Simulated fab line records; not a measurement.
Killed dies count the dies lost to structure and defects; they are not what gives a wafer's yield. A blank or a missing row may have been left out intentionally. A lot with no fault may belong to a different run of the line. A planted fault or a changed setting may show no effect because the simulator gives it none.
Code-filled problem report in 8D (eight disciplines) form | flow n5Finfet | the parts of the form that need people (team, actions taken, sign-off) are left out

== 1. PROBLEM STATEMENT ==
Mean of killed_at_M4_up at N5_PASSIVATION_PROBE_49: 108 across 6 wafers in 2 lots; on wafers with no fault it is 14 (standard deviation 6). That puts it +16 standard deviations away from the usual mean.
Seen first at day 17 05:44 on prober-02, wafer L672.3. Wafers with a number at this step in the record: 9, from 3 lots. Rule for "out" (also "out of limits"): further than 4 standard deviations from the usual mean. All remaining wafers that have a number are taken as sound.

== 2. WHAT IT IS AND WHAT IT IS NOT ==
question                    | is                                                | is not
which readings at this step | killed_at_M4_up, defectLimitedYield, sortYieldPct | killed_at_M0_to_M3, killedAtFrontEnd, killedAtOther, killedOpen, sort_bin_6_memory, sort_bin_8_speed
which lots                  | L669, L672                                        | L666
which wafers of those lots  | all that have a number                            | -
read on which tools         | prober-02                                         | prober-01
when                        | from day 17 05:44                                 | up to then (3 sound wafers)

== 3. WHAT RULES OUT EACH SUSPECT ==
Counting: any tool at a process step up to the reading is kept as a suspect provided that every lot that is out went through it and no sound lot did after the first of them.
- rieDiel-02 at N5_BEOL_M4_STRIP_97 (strips in N2/H2, time 10 s): kept. Every lot that is out went through it, starting with L669 (day 12 14:44), and after that it ran no sound lot; the last sound lot it ran before then is L666 (day 11 08:12).
- rieDiel-03 at N5_MIM_BOT_ETCH_ETCH_04 (etches SiNx in CF4/O2, target depth 26 nm, time 13 s): kept. It ran every lot that is out, first L669 (day 16 19:25), and no sound lot after that.
- pecvd-01 at N5_PASSIVATION_PECVD_55 (deposits SiO2 from SiH4/N2O, target thk 400 nm, time 22.5 s): kept. It ran every lot that is out, first L669 (day 16 20:23), and no sound lot after that.
- prober-02 at N5_PASSIVATION_PROBE_49: kept. It ran every lot that is out, first L672 (day 17 05:44), and no sound lot after that. Out on those wafers are its own readings of defectLimitedYield, killed_at_M4_up, sortYieldPct.
Left after counting: rieDiel-02 at N5_BEOL_M4_STRIP_97, rieDiel-03 at N5_MIM_BOT_ETCH_ETCH_04, pecvd-01 at N5_PASSIVATION_PECVD_55, prober-02 at N5_PASSIVATION_PROBE_49.

== 4. THE CAUSE (what the simulator had put in) ==
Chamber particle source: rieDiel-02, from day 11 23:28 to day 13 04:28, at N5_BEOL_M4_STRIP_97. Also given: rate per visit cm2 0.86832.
4 suspects survive the count, and this tool is in that group.

== 5. THE CHAIN OF EFFECTS, in route order ==
One row per reading whose mean, taken over the struck wafers that have a number, lies over 3 standard deviations from the usual. Only readings for which the record gives a usual standard deviation are gone through. hours: the time from each lot's start at the first step in this table that gives one to its start at this step, as a median over the lots. sigmas: the change in usual standard deviations.
hours | step                    | reading             | usual  | on struck wafers | change | sigmas
0     | N5_PASSIVATION_PROBE_49 | defectLimitedYield  | 91.4 % | 84.4             | -7.0   | -5.8
0     | N5_PASSIVATION_PROBE_49 | killed_at_M4_up     | 14     | 108              | +94    | +16
0     | N5_PASSIVATION_PROBE_49 | killedDies          | 102    | 184              | +82    | +5.5
0     | N5_PASSIVATION_PROBE_49 | killedOnRim         | 13     | 25               | +12    | +3.2
0     | N5_PASSIVATION_PROBE_49 | sort_bin_5_function | 5.1 %  | 9.7              | +4.6   | +5.7
0     | N5_PASSIVATION_PROBE_49 | sortNPass           | 1078   | 996              | -82    | -5.5
0     | N5_PASSIVATION_PROBE_49 | sortYieldPct        | 91.4 % | 84.4             | -7.0   | -5.8
Its process steps:
- N5_PASSIVATION_PROBE_49

== 6. HOW IT WOULD HAVE BEEN CAUGHT EARLIER ==
First out-of-limits reading in this record: day 17 05:44, which is 126 hours after fault onset at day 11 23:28.
Of the tool readings at N5_BEOL_M4_STRIP_97 for which the record gives a usual standard deviation, none was out on any struck wafer, so an alarm limit of 4 standard deviations on them would not have fired.
Lots out: 2; all had begun N5_BEOL_M4_STRIP_97 on rieDiel-02 by day 17 05:44. Had the tool been put on hold then, not one of them would have been saved.
